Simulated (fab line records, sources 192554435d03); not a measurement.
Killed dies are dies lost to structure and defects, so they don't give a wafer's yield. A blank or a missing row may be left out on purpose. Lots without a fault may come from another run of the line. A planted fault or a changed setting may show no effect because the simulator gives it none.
fab line records | flow n5_finfet
record lots=7 wafers=21
route steps=1938 shown BEOL_M2@858 BEOL_M3@931 BEOL_M4@1021 BEOL_M5@1120 BEOL_M7@1273 BEOL_M8@1359
start_h: hours from the record's first day to the start of the lot's first wafer shown | wait_h: hours since the lot's step before | " the same as in the row above | L1.1+2: a row that stands for several wafers | - no value, or no start given | * or withheld: withheld | < > ~ a bound
route shown NAME@n: a module of which the file shows steps, and the number in the route of the first | usual: mean/standard deviation of fault-free wafers | same: alike in all rows | chamber/n: place in a boat | sites: the reading at each site | _std_site: their standard deviation | _edge_site: outer sites' mean less inner sites' | radius_mm: how far each site lies from the wafer's centre | mask NAME#n: copy n | behind: the tool/chamber that last shaped the wafer | hold: why the lot was held/for how many hours/how that ended | device: the transistor (n, p or np) that didn't switch | end of line: the same wafers' tests at the end of the route | a step without rows: its recipe alone | killed: dies lost to structure and defects at the first sort, not the wafer's yield | map: a wafer's dies, x killed, . not, _ none there
set.NAME: the setting as run; set.NAME@STEP: as run at that earlier step | model.NAME: the simulator's own value behind a step, which no gauge read
lots whose settings were changed on purpose; a table a step, a row a wafer
## steps
# step N5_BEOL_M2_ETCH_74
# recipe chemistry=N2/H2 target=underlayer target_depth_a=65 mask_material=CAR-EUV time_s=5.2 ion_energy_ev=200 pressure_mtorr=30 source_w=840 bias_w=150 n2_flow_sccm=200 h2_flow_sccm=200 ends=cleared
# usual etch_rf_on_time_s=5.28/0.17 rf_vpp_V=523.8/2
# columns lot.wafer tool chamber start_h wait_h set.source_w etch_rf_on_time_s rf_vpp_V
L074.3 rie_diel-04 2 129.58 0.0 840 5.65 525.5
L074.4 " 0 " " 840 5.29 524.3
L074.6 " 2 " " 840 5.65 521.3
L076.1 rie_diel-04 1 144.48 0.0 840 5.11 526.5
L076.3 " 3 " " 840 5.22 525.2
L076.4 " 0 " " 840 5.28 524.6
L085.1 rie_diel-01 3 207.22 0.0 719.5 5.90 549.6
L085.2 " 1 " " 840 5.24 527.3
L085.6 " 3 " " 840 5.21 524.2
L086.1 rie_diel-04 0 207.26 0.0 840 5.19 523.2
L086.4 " 0 " " 840 5.23 521.5
L086.6 " 1 " " 840 5.11 526.8
L089.1 rie_diel-01 3 223.53 0.0 840 5.21 521.3
L089.4 " 0 " " 840 5.32 523.6
L089.6 " 3 " " 840 5.17 523.2
L090.1 rie_diel-04 0 236.86 0.0 898.9 4.95 512.4
L090.3 " 2 " " 840 5.59 524.5
L090.6 " 3 " " 898.9 4.91 514.8
L093.4 rie_diel-05 3 255.48 0.0 840 5.24 521.8
L093.5 " 2 " " 982.1 4.42 496.1
L093.6 " 1 " " 982.1 4.76 495.6
# step N5_BEOL_M2_ETCH_63
# recipe chemistry=CF4 target=SiARC target_depth_a=156 mask_material=CAR-EUV time_s=26 ion_energy_ev=80 pressure_mtorr=40 source_w=545 bias_w=36 Ar_flow_sccm=100 cf4_flow_sccm=100 ends=cleared
# columns lot.wafer tool chamber start_h wait_h set.spin_rpm@BEOL_M2_COAT_62 model.etch.depth_nm
L074.3 rie_diel-04 2 129.59 0.0 1500 11.99
L074.4+6 " 0,2 " " 1500 12.02
L076.1 rie_diel-04 1 144.50 0.0 1440 12.3
L076.3 " 3 " " 1500 12.08
L076.4 " 0 " " 1500 12.04
L085.1 rie_diel-01 3 207.24 0.0 1432 12.36
L085.2 " 1 " " 1500 12.07
L085.6 " 3 " " 1432 12.34
L086.1 rie_diel-04 0 207.28 0.0 1500 11.98
L086.4 " 0 " " 1500 11.95
L086.6 " 1 " " 1500 12.02
L089.1 rie_diel-01 3 223.55 0.0 1369 12.64
L089.4 " 0 " " 1500 12.05
L089.6 " 3 " " 1500 12.04
L090.1 rie_diel-04 0 236.87 0.0 1500 11.95
L090.3 " 2 " " 1447 12.16
L090.6 " 3 " " 1500 11.99
L093.4 rie_diel-05 3 255.50 0.0 1500 12.01
L093.5 " 2 " " 1500 12
L093.6 " 1 " " 1634 11.53
# step N5_BEOL_M3_ILD_DEP_00
# recipe material=SiOC target_thk_a=790 temp_c=350 precursor=DEMS/O2 pressure_torr=5 rf_w=500 time_s=15.3
# columns lot.wafer tool chamber start_h wait_h set.time_s model.SiOC_of_BEOL_M3_ILD_DEP_00.thk_nm
L074.3 pecvd-01 1 173.11 0.0 15.3 78.4
L074.4 " 1 " " 15.3 79.4
L074.6 " 0 " " 15.3 76.6
L076.1+3 pecvd-03 0,1 192.51 0.0 15.3 77.6
L076.4 " 2 " " 15.3 78.4
L085.1 pecvd-04 0 239.87 0.0 15.3 78.4
L085.2 " 2 " " 16.73 86.6
L085.6 " 0 " " 15.3 80.2
L086.1 pecvd-03 0 240.14 0.0 13.49 68.4
L086.4 " 1 " " 15.3 78.2
L086.6 " 1 " " 13.49 68.2
L089.1 pecvd-01 0 249.61 0.0 15.3 76.2
L089.4 " 0 " " 15.3 77.8
L089.6 " 1 " " 15.3 78.8
L090.1+3 pecvd-03 1,0 280.98 0.0 15.3 76.6
L090.6 " 0 " " 15.3 77.4
L093.4 pecvd-01 0 292.88 0.1 15.3 77.4
L093.5 " 1 " " 13.61 71.4
L093.6 " 2 " " 13.61 72.4
# step N5_BEOL_M3_THK_MEAS_01
# recipe reads=SiOC_of_BEOL_M3_ILD_DEP_00
# usual M3_ILD_THK=78.5/1.3
# columns lot.wafer tool chamber start_h wait_h set.time_s@BEOL_M3_ILD_DEP_00 M3_ILD_THK[nm]
L074.3 film_metro-02 - 173.18 0.1 15.3 78.3
L074.4 " - " " 15.3 79.5
L074.6 " - " " 15.3 76.6
L076.1 film_metro-01 - 192.58 0.0 15.3 77.5
L076.3 " - " " 15.3 77.6
L076.4 " - " " 15.3 78.5
L085.1 film_metro-01 - 239.94 0.0 15.3 78.4
L085.2 " - " " 16.73 86.5
L085.6 " - " " 15.3 80.2
L086.1 film_metro-02 - 240.22 0.1 13.49 68.4
L086.4 " - " " 15.3 78.1
L086.6 " - " " 13.49 68.2
L089.1 film_metro-01 - 249.68 0.0 15.3 76.1
L089.4 " - " " 15.3 77.9
L089.6 " - " " 15.3 78.9
L090.1 film_metro-02 - 281.05 0.0 15.3 76.6
L090.3 " - " " 15.3 76.6
L090.6 " - " " 15.3 77.4
L093.4 film_metro-02 - 292.93 0.0 15.3 77.5
L093.5 " - " " 13.61 71.4
L093.6 " - " " 13.61 72.3
# step N5_BEOL_M3_PECVD_72
# recipe material=SiO2 target_thk_a=160 temp_c=400 precursor=TEOS/O2 pressure_torr=5.5 rf_w=450 teos_flow_sccm=53.8 gas=O2 flow_sccm=3000 time_s=18
# columns lot.wafer tool chamber start_h wait_h set.time_s model.SiO2_of_BEOL_M3_PECVD_72.thk_nm
L074.3 pecvd-04 2 173.21 0.0 18 15.8
L074.4 " 2 " " 18 16.6
L074.6 " 1 " " 18 16.2
L076.1 pecvd-01 1 192.62 0.0 18 16
L076.3 " 2 " " 19.54 17.4
L076.4 " 0 " " 18 16.2
L085.1 pecvd-01 0 239.97 0.0 18 15.8
L085.2 " 2 " " 18 16
L085.6 " 0 " " 20.66 18.6
L086.1 pecvd-01 0 240.26 0.0 18 15.8
L086.4 " 2 " " 15.74 14.2
L086.6 " 1 " " 18 16.2
L089.1+6 pecvd-01 1,0 249.72 0.0 18 16
L089.4 " 1 " " 20.33 18
L090.1 pecvd-01 2 281.08 0.0 18 15.6
L090.3 " 2 " " 18 16
L090.6 " 2 " " 18 15.8
L093.4 pecvd-03 0 292.98 0.1 20.42 17.4
L093.5 " 1 " " 18 16
L093.6 " 2 " " 20.42 18
# step N5_BEOL_M4_ILD_DEP_00
# recipe material=SiOC target_thk_a=790 temp_c=350 precursor=DEMS/O2 pressure_torr=5 rf_w=500 time_s=15.3
# columns lot.wafer tool chamber start_h wait_h set.time_s model.SiOC_of_BEOL_M4_ILD_DEP_00.thk_nm
L074.3 pecvd-03 2 191.65 0.0 15.3 78
L074.4 " 2 " " 15.3 79.8
L074.6 " 1 " " 15.3 81.2
L076.1 pecvd-03 1 211.24 0.0 14.68 75.2
L076.3 " 1 " " 14.68 77.2
L076.4 " 0 " " 15.3 80.2
L085.1 pecvd-02 0 255.15 0.0 13.51 67.8
L085.2 " 1 " " 13.51 68.6
L085.6 " 0 " " 15.3 79.4
L086.1 pecvd-03 2 258.39 0.0 15.3 77.8
L086.4+6 " 0,1 " " 13.92 72.6
L089.1 pecvd-01 0 267.42 0.0 15.3 79
L089.4 " 1 " " 15.3 79.6
L089.6 " 2 " " 14.32 75.2
L090.1 pecvd-03 1 300.94 0.0 16.1 80.6
L090.3 " 2 " " 15.3 77.8
L090.6 " 2 " " 15.3 78.8
L093.4 pecvd-02 0 306.02 0.1 15.3 79.4
L093.5 " 2 " " 15.3 79.6
L093.6 " 1 " " 15.3 81.6
# step N5_BEOL_M4_THK_MEAS_01
# recipe reads=SiOC_of_BEOL_M4_ILD_DEP_00
# usual M4_ILD_THK=79.0/1.1
# columns lot.wafer tool chamber start_h wait_h set.time_s@BEOL_M4_ILD_DEP_00 M4_ILD_THK[nm]
L074.3 film_metro-01 - 191.71 0.1 15.3 78.0
L074.4 " - " " 15.3 79.7
L074.6 " - " " 15.3 81.2
L076.1 film_metro-01 - 211.33 0.1 14.68 75.3
L076.3 " - " " 14.68 77.3
L076.4 " - " " 15.3 80.0
L085.1 film_metro-01 - 255.21 0.0 13.51 67.8
L085.2 " - " " 13.51 68.6
L085.6 " - " " 15.3 79.5
L086.1 film_metro-01 - 258.46 0.0 15.3 77.9
L086.4 " - " " 13.92 72.7
L086.6 " - " " 13.92 72.6
L089.1 film_metro-02 - 267.49 0.0 15.3 78.9
L089.4 " - " " 15.3 79.5
L089.6 " - " " 14.32 75.3
L090.1 film_metro-01 - 301.01 0.0 16.1 80.7
L090.3 " - " " 15.3 77.8
L090.6 " - " " 15.3 78.8
L093.4 film_metro-02 - 306.08 0.0 15.3 79.4
L093.5 " - " " 15.3 79.7
L093.6 " - " " 15.3 81.7
# step N5_BEOL_M5_COAT_05
# recipe resist=CAR-EUV spin_rpm=1500 resist_thk_nm=30
# columns lot.wafer tool chamber start_h wait_h set.spin_rpm model.CAR-EUV_of_BEOL_M5_COAT_05.thk_nm
L074.3+4 litho_track-01 0 - - 1500 30
L074.6 " 0 " " 1500 30.2
L076.1+4 litho_track-01 0 - - 1554 29.6
L076.3 " 0 " " 1500 30
L085.1 litho_track-02 0 - - 1500 30
L085.2+6 " 0 " " 1500 30.2
L086.1 litho_track-03 0 - - 1500 30
L086.4+6 " 0 " " 1612 29
L089.1+6 litho_track-03 0 - - 1500 30.2
L089.4 " 0 " " 1568 29.4
L090.1+6 litho_track-02 0 - - 1398 31.2
L090.3 " 0 " " 1500 30.2
L093.4 litho_track-01 0 - - 1334 32
L093.5+6 " 0 " " 1500 30.2
# step N5_BEOL_M5_EBR_07
# recipe solvent=PGMEA ebr_width_mm=1.5
# step N5_BEOL_M5_SOFTBAKE_06
# recipe temp_c=110 time_s=60 resist=CAR-EUV
# step N5_BEOL_M5_EXPOSE_08
# recipe mask_id=M5 na=0.33 source_shape=annular sigma_inner=0.4 sigma_outer=0.8 polarization=unpolarized target_cd_nm=28 dose_mj=35.75
# step N5_BEOL_M5_PEB_09
# recipe peb_temp_c=100 peb_time_s=60 resist=CAR-EUV
# step N5_BEOL_M5_DEVELOP_10
# recipe develop_time_s=30 developer=TMAH resist=CAR-EUV rinse_liquid=surfactant_rinse dry=air_spin dev_temp_c=23
# columns lot.wafer tool chamber start_h wait_h set.spin_rpm@BEOL_M5_COAT_05 model.CAR-EUV_of_BEOL_M5_COAT_05.thk_nm
L074.3+4+6 litho_track-03 0 - - 1500 29.6
L076.1+4 litho_track-01 0 - - 1554 29.2
L076.3 " 0 " " 1500 29.6
L085.1+6 litho_track-02 0 - - 1500 29.6
L085.2 " 0 " " 1500 29.8
L086.1 litho_track-01 0 - - 1500 29.6
L086.4+6 " 0 " " 1612 28.6
L089.1+6 litho_track-02 0 - - 1500 29.8
L089.4 " 0 " " 1568 28.8
L090.1+6 litho_track-03 0 - - 1398 30.8
L090.3 " 0 " " 1500 29.6
L093.4 litho_track-03 0 - - 1334 31.6
L093.5+6 " 0 " " 1500 29.6
# step N5_BEOL_M7_EXPOSE_08
# recipe mask_id=M7 na=1.35 source_shape=dipole sigma_inner=0.817 sigma_outer=0.97 polarization=te dose_mj=68.25
# columns lot.wafer tool chamber start_h wait_h mask set.dose_mj
L074.3+4+6 arfi_scanner-03 0 259.88 - M7#0 68.25
L076.1+3+4 arfi_scanner-02 0 274.52 - M7#0 68.25
L085.1+6 arfi_scanner-03 0 317.46 - M7#0 70.73
L085.2 " 0 " " M7#0 68.25
L086.1+4 arfi_scanner-01 0 323.19 - M7#0 68.25
L086.6 " 0 " " M7#0 66.33
L089.1+4+6 arfi_scanner-02 0 344.22 - M7#0 68.25
L090.1+3+6 arfi_scanner-02 0 367.05 - M7#0 68.25
L093.4 arfi_scanner-03 0 376.09 - M7#0 64.57
L093.5+6 " 0 " " M7#0 68.25
# step N5_BEOL_M7_ETCH_61
# recipe chemistry=CF4 target=SiARC target_depth_a=455 mask_material=CAR-ArF time_s=75.8 ion_energy_ev=80 pressure_mtorr=40 source_w=545 bias_w=36 Ar_flow_sccm=100 cf4_flow_sccm=100 ends=cleared
# usual etch_rf_on_time_s=74.2/2 rf_vpp_V=184.0/1.3
# columns lot.wafer tool chamber start_h wait_h set.source_w set.dose_mj@BEOL_M7_EXPOSE_08 etch_rf_on_time_s rf_vpp_V model.BEOL_M7.cd_offset_nm
L074.3 rie_diel-02 3 260.15 0.0 545 68.25 75.6 185.2 -0.6
L074.4 " 2 " " 545 68.25 74.0 182.1 -1
L074.6 " 1 " " 545 68.25 74.8 183.2 -0.6
L076.1 rie_diel-06 2 274.78 0.0 495.2 68.25 82.4 191.1 -0.4
L076.3 " 3 " " 545 68.25 75.7 182.6 -1.2
L076.4 " 3 " " 545 68.25 75.9 184.8 -2.2
L085.1 rie_diel-06 0 317.71 0.0 545 70.73 73.8 184.5 1.4
L085.2 " 2 " " 545 68.25 74.7 183.9 0
L085.6 " 1 " " 545 70.73 72.1 184.6 2.2
L086.1 rie_diel-06 0 324.03 0.0 545 68.25 74.2 183.7 -0.4
L086.4 " 2 " " 545 68.25 75.6 185.1 -0.2
L086.6 " 3 " " 545 66.33 76.3 183.7 -1.4
L089.1 rie_diel-02 2 344.47 0.0 473.5 68.25 84.6 189.7 -1.2
L089.4 " 0 " " 473.5 68.25 84.3 193.3 -1.2
L089.6 " 1 " " 545 68.25 75.4 181.8 -1.4
L090.1 rie_diel-02 1 367.30 0.0 636.2 68.25 66.0 173.0 -0.2
L090.3 " 2 " " 545 68.25 74.1 181.9 -0.6
L090.6 " 1 " " 545 68.25 74.9 183.2 0.4
L093.4 rie_diel-06 3 376.78 0.0 545 64.57 76.6 183.0 -3.8
L093.5 " 0 " " 545 68.25 74.2 184.5 -0.4
L093.6 " 1 " " 545 68.25 71.9 183.9 -0.6
# step N5_BEOL_M7_ETCH_62
# recipe chemistry=N2/H2 target=SOC target_depth_a=1100 overetch_a=220 mask_material=SiARC temp_c=40 time_s=165 ion_energy_ev=200 pressure_mtorr=30 source_w=840 bias_w=150 n2_flow_sccm=200 h2_flow_sccm=200
# columns lot.wafer tool chamber start_h wait_h set.dose_mj@BEOL_M7_EXPOSE_08 model.BEOL_M7.cd_offset_nm
L074.3+4 rie_diel-02 3,2 260.21 0.0 68.25 -0.4
L074.6 " 1 " " 68.25 -0.8
L076.1 rie_diel-06 2 274.83 0.0 68.25 -0.6
L076.3 " 3 " " 68.25 -1.4
L076.4 " 3 " " 68.25 -2.4
L085.1 rie_diel-06 0 317.77 0.0 70.73 1.8
L085.2 " 2 " " 68.25 -0.4
L085.6 " 1 " " 70.73 1.6
L086.1 rie_diel-06 0 324.09 0.0 68.25 0
L086.4 " 2 " " 68.25 -0.6
L086.6 " 3 " " 66.33 -1.8
L089.1 rie_diel-02 2 344.53 0.0 68.25 -1
L089.4 " 0 " " 68.25 -0.8
L089.6 " 1 " " 68.25 -1.6
L090.1 rie_diel-02 1 367.36 0.0 68.25 -0.6
L090.3+6 " 2,1 " " 68.25 0
L093.4 rie_diel-06 3 376.83 0.0 64.57 -3.8
L093.5 " 0 " " 68.25 0
L093.6 " 1 " " 68.25 -1
# step N5_BEOL_M7_STRIP_68
# recipe chemistry=N2/H2 temp_c=40 n2_flow_sccm=200 h2_flow_sccm=200 rf_frequency_hz=6e+07
# step N5_BEOL_M7_STRIP_67
# recipe chemistry=CF4 resist=SiARC power_w=300 bias_power_w=75 pressure_mtorr=50 cf4_flow_sccm=150 rf_frequency_hz=6e+07
# step N5_BEOL_M7_HM_OPEN_17
# recipe chemistry=Cl2/BCl3 target_depth_a=200 overetch_a=60 target=TiN mask_material=SOC ion_energy_ev=150 pressure_mtorr=10 icp_w=1000 bias_w=126 Cl2_flow_sccm=53.25 bcl3_flow_sccm=21.75 Ar_flow_sccm=25
# step N5_BEOL_M7_STRIP_19
# recipe chemistry=O2 power_w=400 temp_c=40 pressure_mtorr=30 rf_frequency_hz=6e+07 bias_power_w=0 overash_fraction=0.2 o2_flow_sccm=225
# step N5_BEOL_M7_CD_MEAS_18
# recipe pitch_nm=80 target_cd_nm=40
# usual cd_nm=39.7/0.55
# columns lot.wafer tool chamber start_h wait_h set.dose_mj@BEOL_M7_EXPOSE_08 cd_nm
L074.3 cd_sem-03 - 260.58 0.1 68.25 39.7
L074.4 " - " " 68.25 39.7
L074.6 " - " " 68.25 39.3
L076.1 cd_sem-03 - 275.20 0.0 68.25 39.2
L076.3 " - " " 68.25 38.9
L076.4 " - " " 68.25 37.7
L085.1 cd_sem-03 - 318.14 0.0 70.73 41.9
L085.2 " - " " 68.25 40.2
L085.6 " - " " 70.73 41.4
L086.1 cd_sem-01 - 324.46 0.1 68.25 39.9
L086.4 " - " " 68.25 39.5
L086.6 " - " " 66.33 38.3
L089.1 cd_sem-03 - 344.89 0.0 68.25 39.3
L089.4 " - " " 68.25 39.3
L089.6 " - " " 68.25 38.3
L090.1 cd_sem-01 - 367.97 0.0 68.25 39.7
L090.3 " - " " 68.25 40.2
L090.6 " - " " 68.25 40.1
L093.4 cd_sem-02 - 377.35 0.1 64.57 36.3
L093.5 " - " " 68.25 39.6
L093.6 " - " " 68.25 39.4
# step N5_BEOL_M7_COAT_63
# recipe resist=SOC temp_c=250 time_s=60 spin_rpm=1500 resist_thk_nm=60
# step N5_BEOL_M7_COAT_64
# recipe resist=SiARC temp_c=220 time_s=60 spin_rpm=1500 resist_thk_nm=12
# step N5_BEOL_M7_PRECLEAN_42
# recipe chemistry=residue_remover time_s=60 temp_c=40
# step N5_BEOL_M7_SRD_43
# recipe time_s=30 temp_c=23 rinse_liquid=diw dry=ipa_marangoni
# step N5_BEOL_M7_CD_MEAS_35
# recipe target_cd_nm=40 polarity=opening
# usual cd_nm=39.7/0.55
# columns lot.wafer tool chamber start_h wait_h set.dose_mj@BEOL_M7_EXPOSE_08 cd_nm
L074.3 cd_sem-02 - 261.71 0.0 68.25 39.7
L074.4 " - " " 68.25 39.3
L074.6 " - " " 68.25 39.1
L076.1 cd_sem-02 - 276.57 0.0 68.25 39.3
L076.3 " - " " 68.25 38.6
L076.4 " - " " 68.25 37.5
L085.1 cd_sem-01 - 323.06 0.0 70.73 42.0
L085.2 " - " " 68.25 39.6
L085.6 " - " " 70.73 41.7
L086.1 cd_sem-02 - 325.86 0.0 68.25 39.8
L086.4 " - " " 68.25 39.9
L086.6 " - " " 66.33 38.7
L089.1 cd_sem-03 - 346.35 0.0 68.25 38.9
L089.4 " - " " 68.25 39.0
L089.6 " - " " 68.25 38.5
L090.1 cd_sem-03 - 369.34 0.0 68.25 39.4
L090.3 " - " " 68.25 40.2
L090.6 " - " " 68.25 39.9
L093.4 cd_sem-02 - 378.91 0.0 64.57 36.3
L093.5 " - " " 68.25 39.7
L093.6 " - " " 68.25 39.3
# step N5_BEOL_M8_COAT_22
# recipe resist=CAR-EUV spin_rpm=1500 resist_thk_nm=30
# columns lot.wafer tool chamber start_h wait_h set.spin_rpm model.CAR-EUV_of_BEOL_M8_COAT_22.thk_nm
L074.3+4+6 litho_track-02 0 - - 1500 30.2
L076.1+3 litho_track-04 0 - - 1500 30
L076.4 " 0 " " 1570 29.4
L085.1+2 litho_track-04 0 - - 1500 30.2
L085.6 " 0 " " 1363 31.6
L086.1 litho_track-02 0 - - 1500 30
L086.4+6 " 0 " " 1372 31.4
L089.1 litho_track-01 0 - - 1500 30
L089.4 " 0 " " 1574 29.2
L089.6 " 0 " " 1574 29.4
L090.1+6 litho_track-01 0 - - 1500 29.8
L090.3 " 0 " " 1559 29.4
L093.4 litho_track-01 0 - - 1388 31.2
L093.5+6 " 0 " " 1500 30
# step N5_BEOL_M8_EBR_24
# recipe solvent=PGMEA ebr_width_mm=1.5
# step N5_BEOL_M8_SOFTBAKE_23
# recipe temp_c=110 time_s=60 resist=CAR-EUV
# step N5_BEOL_M8_EXPOSE_25
# recipe mask_id=V7 na=0.33 source_shape=annular sigma_inner=0.4 sigma_outer=0.8 polarization=unpolarized target_cd_nm=40 dose_mj=42.5
# step N5_BEOL_M8_PEB_26
# recipe peb_temp_c=100 peb_time_s=60 resist=CAR-EUV
# step N5_BEOL_M8_DEVELOP_27
# recipe develop_time_s=30 developer=TMAH resist=CAR-EUV rinse_liquid=surfactant_rinse dry=air_spin dev_temp_c=23
# columns lot.wafer tool chamber start_h wait_h set.spin_rpm@BEOL_M8_COAT_22 model.CAR-EUV_of_BEOL_M8_COAT_22.thk_nm
L074.3+6 litho_track-02 0 - - 1500 29.8
L074.4 " 0 " " 1500 29.6
L076.1+3 litho_track-04 0 - - 1500 29.6
L076.4 " 0 " " 1570 29
L085.1 litho_track-01 0 - - 1500 29.6
L085.2 " 0 " " 1500 29.8
L085.6 " 0 " " 1363 31.2
L086.1 litho_track-01 0 - - 1500 29.6
L086.4 " 0 " " 1372 31
L086.6 " 0 " " 1372 30.8
L089.1 litho_track-04 0 - - 1500 29.6
L089.4+6 " 0 " " 1574 28.8
L090.1+6 litho_track-01 0 - - 1500 29.4
L090.3 " 0 " " 1559 28.8
L093.4 litho_track-01 0 - - 1388 30.8
L093.5+6 " 0 " " 1500 29.6
## key
split step=N5_BEOL_M2_ETCH_74 setting=source_w stated=840 by=wafer
response step=N5_BEOL_M2_ETCH_74 reading=etch_rf_on_time_s change=* per=1% r=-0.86
response step=N5_BEOL_M2_ETCH_74 reading=rf_vpp_V change=-1.58 per=1% r=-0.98
split step=N5_BEOL_M3_ILD_DEP_00 setting=time_s stated=15.3 by=wafer
response step=N5_BEOL_M3_ILD_DEP_00 reading=model.SiOC_of_BEOL_M3_ILD_DEP_00.thk_nm change=+0.705 per=1% r=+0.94
response step=N5_BEOL_M3_THK_MEAS_01 reading=M3_ILD_THK change=+0.7 per=1% r=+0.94
split step=N5_BEOL_M3_PECVD_72 setting=time_s stated=18 by=wafer
response step=N5_BEOL_M3_PECVD_72 reading=model.SiO2_of_BEOL_M3_PECVD_72.thk_nm change=+0.153 per=1% r=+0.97
split step=N5_BEOL_M4_ILD_DEP_00 setting=time_s stated=15.3 by=wafer
response step=N5_BEOL_M4_ILD_DEP_00 reading=model.SiOC_of_BEOL_M4_ILD_DEP_00.thk_nm change=+0.767 per=1% r=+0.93
response step=N5_BEOL_M4_THK_MEAS_01 reading=M4_ILD_THK change=+0.766 per=1% r=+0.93
split step=N5_BEOL_M5_COAT_05 setting=spin_rpm stated=1500 by=wafer
response step=N5_BEOL_M5_COAT_05 reading=model.CAR-EUV_of_BEOL_M5_COAT_05.thk_nm change=-0.152 per=1% r=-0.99
response step=N5_BEOL_M5_DEVELOP_10 reading=model.CAR-EUV_of_BEOL_M5_COAT_05.thk_nm change=-0.17 per=1% r=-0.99
split step=N5_BEOL_M7_EXPOSE_08 setting=dose_mj stated=68.25 by=wafer
response step=N5_BEOL_M7_ETCH_61 reading=model.BEOL_M7.cd_offset_nm change=+0.546 per=1% r=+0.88
response step=N5_BEOL_M7_ETCH_62 reading=model.BEOL_M7.cd_offset_nm change=+0.591 per=1% r=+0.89
response step=N5_BEOL_M7_CD_MEAS_18 reading=cd_nm change=+0.525 per=1% r=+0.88
response step=N5_BEOL_M7_CD_MEAS_35 reading=cd_nm change=+0.567 per=1% r=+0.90
split step=N5_BEOL_M7_ETCH_61 setting=source_w stated=545 by=wafer
response step=N5_BEOL_M7_ETCH_61 reading=etch_rf_on_time_s change=* per=1% r=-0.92
response step=N5_BEOL_M7_ETCH_61 reading=rf_vpp_V change=-0.661 per=1% r=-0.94
split step=N5_BEOL_M8_COAT_22 setting=spin_rpm stated=1500 by=wafer
response step=N5_BEOL_M8_COAT_22 reading=model.CAR-EUV_of_BEOL_M8_COAT_22.thk_nm change=-0.152 per=1% r=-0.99
response step=N5_BEOL_M8_DEVELOP_27 reading=model.CAR-EUV_of_BEOL_M8_COAT_22.thk_nm change=-0.157 per=1% r=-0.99
split outside_this_file step=N5_BEOL_M2_COAT_62 setting=spin_rpm
# split outside_this_file: this setting was split too, and the file shows its column; the key of that split is in another file
